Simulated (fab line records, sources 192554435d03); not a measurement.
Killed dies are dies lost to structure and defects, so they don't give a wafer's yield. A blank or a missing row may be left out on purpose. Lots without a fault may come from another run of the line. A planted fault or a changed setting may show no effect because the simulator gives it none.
Which tool did it? | flow n5_finfet | 12 lots, 36 wafers sampled, at 3 steps of a route of 1938

WHAT THE GAUGES READ, wafer by wafer
N5_BEOL_M5_OCD_MEAS_38.
lot  | measured     | on     | trench_depth_nm (nm)
L075 | day 9 03:59  | ocd-02 | 72.0 72.9 71.6
L079 | day 9 22:34  | ocd-01 | 72.9 71.5 71.5
L078 | day 10 02:47 | ocd-01 | 71.5 70.6 71.6
L082 | day 11 05:21 | ocd-02 | 73.1 70.8 71.3
L084 | day 11 12:52 | ocd-01 | 72.5 72.8 71.9
L085 | day 12 10:26 | ocd-02 | 72.4 72.6 73.3
L088 | day 12 13:10 | ocd-01 | 70.9 69.8 70.1
L090 | day 12 23:19 | ocd-01 | 73.1 71.6 74.7
L092 | day 13 19:31 | ocd-01 | 71.8 70.4 69.4
L093 | day 13 21:48 | ocd-02 | 71.6 71.7 72.0
L095 | day 14 07:39 | ocd-02 | 72.2 71.3 71.2
L097 | day 15 07:45 | ocd-01 | 72.7 72.9 73.0

WHICH TOOL RAN EACH LOT (tool, then ch and the chambers of the sampled wafers, then the start)
lot  | N5_BEOL_M5_PECVD_70             | N5_BEOL_M5_ETCH_75
L075 | pecvd-01 ch 0,1,2, day 8 20:19  | rie_diel-01 ch 0,1, day 9 03:37
L079 | pecvd-02 ch 0,1, day 9 18:02    | rie_diel-03 ch 0,1, day 9 22:11
L078 | pecvd-01 ch 1,2, day 9 22:39    | rie_diel-01 ch 1,2, day 10 02:25
L082 | pecvd-03 ch 0,1,2, day 11 00:13 | rie_diel-06 ch 0,2,3, day 11 04:58
L084 | pecvd-02 ch 0,1,2, day 11 09:32 | rie_diel-01 ch 0,1,3, day 11 12:28
L085 | pecvd-03 ch 0,1, day 12 04:20   | rie_diel-01 ch 0,3, day 12 10:02
L088 | pecvd-03 ch 1,2, day 12 09:30   | rie_diel-03 ch 0,1, day 12 12:46
L090 | pecvd-01 ch 0,2, day 12 15:34   | rie_diel-06 ch 0,1,2, day 12 22:56
L092 | pecvd-02 ch 0,1, day 13 15:48   | rie_diel-01 ch 0,1, day 13 19:08
L093 | pecvd-02 ch 0,2, day 13 18:50   | rie_diel-01 ch 0,3, day 13 21:25
L095 | pecvd-01 ch 0,2, day 14 03:01   | rie_diel-01 ch 0,1,3, day 14 07:16
L097 | pecvd-02 ch 0,2, day 15 00:14   | rie_diel-06 ch 0,1, day 15 07:22
- N5_BEOL_M5_PECVD_70: deposits SiO2 from TEOS/O2, target thk 16 nm, time 18 s.
- N5_BEOL_M5_ETCH_75: etches underlayer in N2/H2, target depth 6.5 nm, time 5.2 s.

THE ANSWER, worked out from the rows above alone
Rule: what is usual is taken from the lots themselves. Put in order of their means at a reading, lots are off if they are a third of the lots or fewer, leave a main group of 4 or more, and stand apart from it by a gap of 3 or more times the standard deviation of the main group's means; of several such gaps the widest counts. A main group whose means are all the same, to the digits that the tables above print for the reading, isn't used. A lot without any number at a reading at which 4 lots or more have one is off too. The other lots that the step has rows for count as sound.
No lot is off at any reading shown: from this, nothing can be told.

WHAT THE SIMULATOR HAD PUT IN
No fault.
